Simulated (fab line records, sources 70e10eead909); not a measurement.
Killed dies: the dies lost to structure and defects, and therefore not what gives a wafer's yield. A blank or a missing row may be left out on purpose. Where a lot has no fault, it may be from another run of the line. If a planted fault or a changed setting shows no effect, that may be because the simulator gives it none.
Problem report in the 8D (eight disciplines) form, filled by code ; flow nand_harc ; the parts of the form that need people (team, actions taken, sign-off) are left out

== 1. THE PROBLEM ==
Wafers without a fault read 86.1 s, standard deviation 0.49; run_length_s at NHARC_A_SGD_CUT_ETCH_58 reads a mean of 93.7 s on 3 wafers belonging to 2 lots. Measured from the usual mean, that is +15 standard deviations.
The step: etches the open film in CF4, target depth 39 nm, time 65 s.
Earliest sighting: wafer L323.1 on rie_diel-03 at day 26 09:31. At this step, 30 wafers from 10 lots have a number in the record. The rule behind "out" and "out of limits": a value lying over 4 standard deviations away from the usual mean. Any other wafer with a number is counted as sound.

== 2. WHAT IT IS, AND WHAT IT ISN'T ==
question;is;is not
which readings at this step;run_length_s;chamber_pressure_mTorr, drypump_motor_current_A, oes_product_au, showerhead_plenum_p_Torr, throttle_valve_pct
which lots;L323, L325;L307, L310, L311, L314, L319, L327, L328, L330
which wafers of those lots;L323.1, L323.3, L325.3;L323.6, L325.2, L325.4
read on which tools;rie_diel-03;rie_diel-10, rie_diel-13
when;from day 26 09:31;"up to then (16 sound wafers); but 11 sound wafers of L325, L327, L328, L330 came after"

== 3. WHAT RULES OUT EACH SUSPECT ==
Counting: any tool at a process step up to the reading remains a suspect provided it ran every lot that is out. Sound lots after the first of them don't rule it out here, since some wafers of a struck lot are sound.
- rie_diel-03 at NHARC_A_SGD_CUT_ETCH_58 (etches the open film in CF4, target depth 39 nm, time 65 s): kept. Every lot that is out went through it, the first being L323 (day 26 09:31); the last sound lot it ran before that was L314 (day 21 22:37). Its own readings are out on those wafers: run_length_s.
After counting, what remains is rie_diel-03 at NHARC_A_SGD_CUT_ETCH_58.

== 4. THE CAUSE (what the simulator had put in) ==
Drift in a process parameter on rie_diel-03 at NHARC_A_SGD_CUT_ETCH_58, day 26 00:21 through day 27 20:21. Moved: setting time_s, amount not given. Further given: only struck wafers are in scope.
Counting left only this tool.

== 5. THE EFFECT CHAIN, in route order ==
Each row: a reading whose mean over the struck wafers that have a number lies more than 3 standard deviations from the usual. Only readings whose record carries a usual standard deviation are examined. hours: median over the lots of the time between each lot's start at the first step of this table that gives one and its start at this step. sigmas: the change, counted in usual standard deviations.
hours;step;reading;usual;on struck wafers;change;sigmas
0;NHARC_A_SGD_CUT_ETCH_58;run_length_s;86.1 s;93.7;+7.6;+15
Its process steps:
- NHARC_A_SGD_CUT_ETCH_58: etches the open film in CF4, target depth 39 nm, time 65 s.
Later measuring or inspecting steps at which every struck wafer that the step has a row for has a number for every such reading, and none has moved that far: NHARC_END_SORT_01.

== 6. WHAT WOULD HAVE CAUGHT IT SOONER ==
The fault began at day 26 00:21; the first out-of-limits reading in this record came at day 26 09:31, 9 hours later.
